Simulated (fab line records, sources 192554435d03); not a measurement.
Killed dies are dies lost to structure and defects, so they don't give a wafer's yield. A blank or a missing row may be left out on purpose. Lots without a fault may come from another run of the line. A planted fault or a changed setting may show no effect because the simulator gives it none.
Problem report in the 8D (eight disciplines) form, filled by code | flow n5_finfet | the parts of the form that need people (team, actions taken, sign-off) are left out

1. THE PROBLEM
raw_defect_count at N5_MOL_CONTACT_COAG_INSPECT_42 reads a mean of 1590 on 9 wafers of 3 lots; wafers without a fault read 188 with a standard deviation of 48. That is +29 standard deviations from the usual mean.
The step: inspects for defects (brightfield).
First seen on wafer L131.3, day 6 09:13, on defect_inspect-02. The record holds 27 wafers of 9 lots with a number at this step. Rule for "out", or "out of limits": more than 4 standard deviations from the usual mean. The other wafers with a number count as sound.

2. WHAT IT IS AND WHAT IT IS NOT
question                    | is                                   | is not
which readings at this step | raw_defect_count                     | -
which lots                  | L131, L132, L135                     | L126, L128, L142, L143, L144, L145
which wafers of those lots  | all that have a number               | -
read on which gauges        | defect_inspect-01, defect_inspect-02 | -
when                        | from day 6 09:13                     | up to then (6 sound wafers); but 12 sound wafers of L142, L143, L144, L145 came after

3. SUSPECTS, AND WHAT RULES EACH OUT
Counting: a tool at a process step up to the reading stays a suspect if it ran every lot that is out and no sound lot after the first of them.
- the gauge at N5_MOL_CONTACT_COAG_INSPECT_42: ruled out. The wafers that are out were read on 2 gauges (defect_inspect-01, defect_inspect-02).
- rie_diel-01 at N5_MOL_CONTACT_COAG_ETCH_89 (etches underlayer in N2/H2, target depth 13 nm, time 10.4 s): kept. It ran every lot that is out, first L131 (day 6 08:02), and no sound lot after that; its last sound lot up to then is L128 (day 5 16:26).
Left after counting: rie_diel-01 at N5_MOL_CONTACT_COAG_ETCH_89.

4. THE CAUSE (what the simulator had put in)
Chamber particle source: rie_diel-01, from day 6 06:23 on, at N5_MOL_CONTACT_COAG_ETCH_89. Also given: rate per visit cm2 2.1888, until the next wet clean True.
Counting left only this tool.

5. THE CHAIN OF EFFECTS, in route order
Each row: a reading whose mean over the struck wafers that have a number lies more than 3 standard deviations from the usual. Only readings for which the record gives a usual standard deviation are gone through. hours: the time from each lot's start at the first step in this table that gives one to its start at this step, as a median over the lots. sigmas: the change in usual standard deviations.
hours | step                           | reading              | usual  | on struck wafers | change | sigmas
0     | N5_MOL_CONTACT_COAG_INSPECT_42 | raw_defect_count     | 188    | 1590             | +1402  | +29
165   | N5_PASSIVATION_PROBE_49        | defect_limited_yield | 90.9 % | 81.9             | -9.0   | -6.9
165   | N5_PASSIVATION_PROBE_49        | killed_at_contacts   | 14     | 133              | +119   | +19
165   | N5_PASSIVATION_PROBE_49        | killed_dies          | 108    | 214              | +106   | +6.6
165   | N5_PASSIVATION_PROBE_49        | sort_bin_5_function  | 5.4 %  | 10.1             | +4.7   | +5.2
165   | N5_PASSIVATION_PROBE_49        | sort_n_pass          | 1072   | 966              | -106   | -6.6
165   | N5_PASSIVATION_PROBE_49        | sort_yield_pct       | 90.9 % | 81.9             | -9.0   | -6.9
The process steps in it:
- N5_PASSIVATION_PROBE_49
Later measuring or inspecting steps at which every struck wafer that the step has a row for has a number for every such reading, and none has moved that far: N5_BEOL_M4_RC_MEAS_101.

6. WHAT WOULD HAVE CAUGHT IT SOONER
In this record the first reading out of limits at a measuring or inspecting step was taken at day 6 09:13, 3 hours after the fault began at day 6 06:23.
Of the tool readings at N5_MOL_CONTACT_COAG_ETCH_89 for which the record gives a usual standard deviation, none was out on any struck wafer, so an alarm limit of 4 standard deviations on them would not have fired.
Of the lots that are out (3), L132, L135 began N5_MOL_CONTACT_COAG_ETCH_89 on rie_diel-01 after day 6 09:13. A hold on the tool at that time would have spared those 2.
